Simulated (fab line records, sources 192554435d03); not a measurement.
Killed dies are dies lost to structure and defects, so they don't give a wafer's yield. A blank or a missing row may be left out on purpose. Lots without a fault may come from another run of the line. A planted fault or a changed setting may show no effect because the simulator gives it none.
Split-lot experiment | flow n5_finfet | 7 lots, 39 wafers read, on a route of 1938 steps

THE SPLIT
At N5_BEOL_M2_DESCUM_16 (chemistry O2, time 7 s), the setting time_s was moved away from the recipe's 7 s on 9 of the 39 wafers read, by -55.8% to -22.8%. The other wafers ran this setting at the recipe's value.

The reading is taken at the split's own step.

THE READING
CAR-EUV_of_BEOL_M2_COAT_05.thk_nm (the simulator's own value, which no gauge read), in nm, at N5_BEOL_M2_DESCUM_16 (chemistry O2, time 7 s). The file gives no usual value for it. The 30 wafers here that ran the recipe average 26.1 nm, standard deviation 0.1 nm.

wafer  | tool, chamber at the split | time_s as run, s | against the recipe | CAR-EUV_of_BEOL_M2_COAT_05.thk_nm, nm | against lot-mates on the recipe
L074.1 | rie_diel-06, 2,3           | 5.405            | -22.8%             | 26.6                                  | +0.7
L074.4 | rie_diel-06, 2,3           | 5.405            | -22.8%             | 26.6                                  | +0.7
L074.2 | rie_diel-06, 0             | 7                | recipe             | 26                                    | -
L074.6 | rie_diel-06, 0             | 7                | recipe             | 26                                    | -
L074.3 | rie_diel-06, 3             | 7                | recipe             | 25.8                                  | -
L074.5 | rie_diel-06, 2             | 5.405            | -22.8%             | 26.8                                  | +0.9
L078.1 | rie_diel-04, 0,2           | 7                | recipe             | 26                                    | -
L078.6 | rie_diel-04, 0,2           | 7                | recipe             | 26                                    | -
L078.2 | rie_diel-04, 2,1           | 5.289            | -24.4%             | 26.8                                  | +0.7
L078.5 | rie_diel-04, 2,1           | 5.289            | -24.4%             | 26.8                                  | +0.7
L078.3 | rie_diel-04, 1             | 7                | recipe             | 26.2                                  | -
L078.4 | rie_diel-04, 3             | 5.289            | -24.4%             | 27                                    | +0.9
L082.2 | rie_diel-05, 1,3           | 7                | recipe             | 26.2                                  | -
L082.4 | rie_diel-05, 1,3           | 7                | recipe             | 26.2                                  | -
L082.5 | rie_diel-05, 1             | 7                | recipe             | 26                                    | -
L087.1 | rie_diel-04, 2,3,1,2,3     | 7                | recipe             | 26                                    | -
L087.2 | rie_diel-04, 2,3,1,2,3     | 7                | recipe             | 26                                    | -
L087.3 | rie_diel-04, 2,3,1,2,3     | 7                | recipe             | 26                                    | -
L087.5 | rie_diel-04, 2,3,1,2,3     | 7                | recipe             | 26                                    | -
L087.6 | rie_diel-04, 2,3,1,2,3     | 7                | recipe             | 26                                    | -
L087.4 | rie_diel-04, 0             | 7                | recipe             | 26.2                                  | -
L091.1 | rie_diel-06, 2,0,3,1,3,2   | 7                | recipe             | 26                                    | -
L091.2 | rie_diel-06, 2,0,3,1,3,2   | 7                | recipe             | 26                                    | -
L091.3 | rie_diel-06, 2,0,3,1,3,2   | 7                | recipe             | 26                                    | -
L091.4 | rie_diel-06, 2,0,3,1,3,2   | 7                | recipe             | 26                                    | -
L091.5 | rie_diel-06, 2,0,3,1,3,2   | 7                | recipe             | 26                                    | -
L091.6 | rie_diel-06, 2,0,3,1,3,2   | 7                | recipe             | 26                                    | -
L093.1 | rie_diel-05, 2,0,3         | 7                | recipe             | 26.2                                  | -
L093.2 | rie_diel-05, 2,0,3         | 7                | recipe             | 26.2                                  | -
L093.3 | rie_diel-05, 2,0,3         | 7                | recipe             | 26.2                                  | -
L093.4 | rie_diel-05, 1,3           | 3.096            | -55.8%             | 28                                    | +1.8
L093.5 | rie_diel-05, 1,3           | 3.096            | -55.8%             | 28                                    | +1.8
L093.6 | rie_diel-05, 2             | 3.096            | -55.8%             | 28.2                                  | +2.0
L095.1 | rie_diel-06, 1,3,0,1       | 7                | recipe             | 26                                    | -
L095.4 | rie_diel-06, 1,3,0,1       | 7                | recipe             | 26                                    | -
L095.5 | rie_diel-06, 1,3,0,1       | 7                | recipe             | 26                                    | -
L095.6 | rie_diel-06, 1,3,0,1       | 7                | recipe             | 26                                    | -
L095.2 | rie_diel-06, 0,2           | 7                | recipe             | 26.2                                  | -
L095.3 | rie_diel-06, 0,2           | 7                | recipe             | 26.2                                  | -
Where a row lists several chambers, the file gives one row for several wafers and doesn't say which wafer went through which chamber.

THE FIT
A straight line over all 39 wafers: CAR-EUV_of_BEOL_M2_COAT_05.thk_nm changes by -0.0349 nm for each +1% of time_s; r = -0.98; the points scatter about the line by 0.12 nm.
The same after taking each lot's own level away (the mean of its wafers on the recipe; 39 wafers): -0.0333 nm for each +1%; r = -0.99; scatter 0.082 nm.
On that fit, the largest move of time_s shifts the reading by 1.9 nm.
The lots' own levels span 25.93 to 26.20 nm, that is 2.6 times the standard deviation above.
So the lot-to-lot level changes the slope little: the two slopes agree.
Check: with one of the wafers moved furthest among these (-55.8%) left out of the fit, the line predicts +1.87 nm for it against its lot-mates. It came out at +1.8 nm against them.

OTHER SPLITS ON THESE WAFERS
These wafers also went through other splits before the reading. Each is held against what the fit with the lots' levels taken away leaves over:
other split on the same wafers    | wafers away from the commonest value | r with CAR-EUV_of_BEOL_M2_COAT_05.thk_nm (lot level and that fit taken away)
N5_BEOL_M1_HM_DEP_02 target_thk_a | 18                                   | +0.16

THE FILE'S OWN FIT
CAR-EUV_of_BEOL_M2_COAT_05.thk_nm changes by -0.0332 nm for each +1% of time_s, r = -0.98.
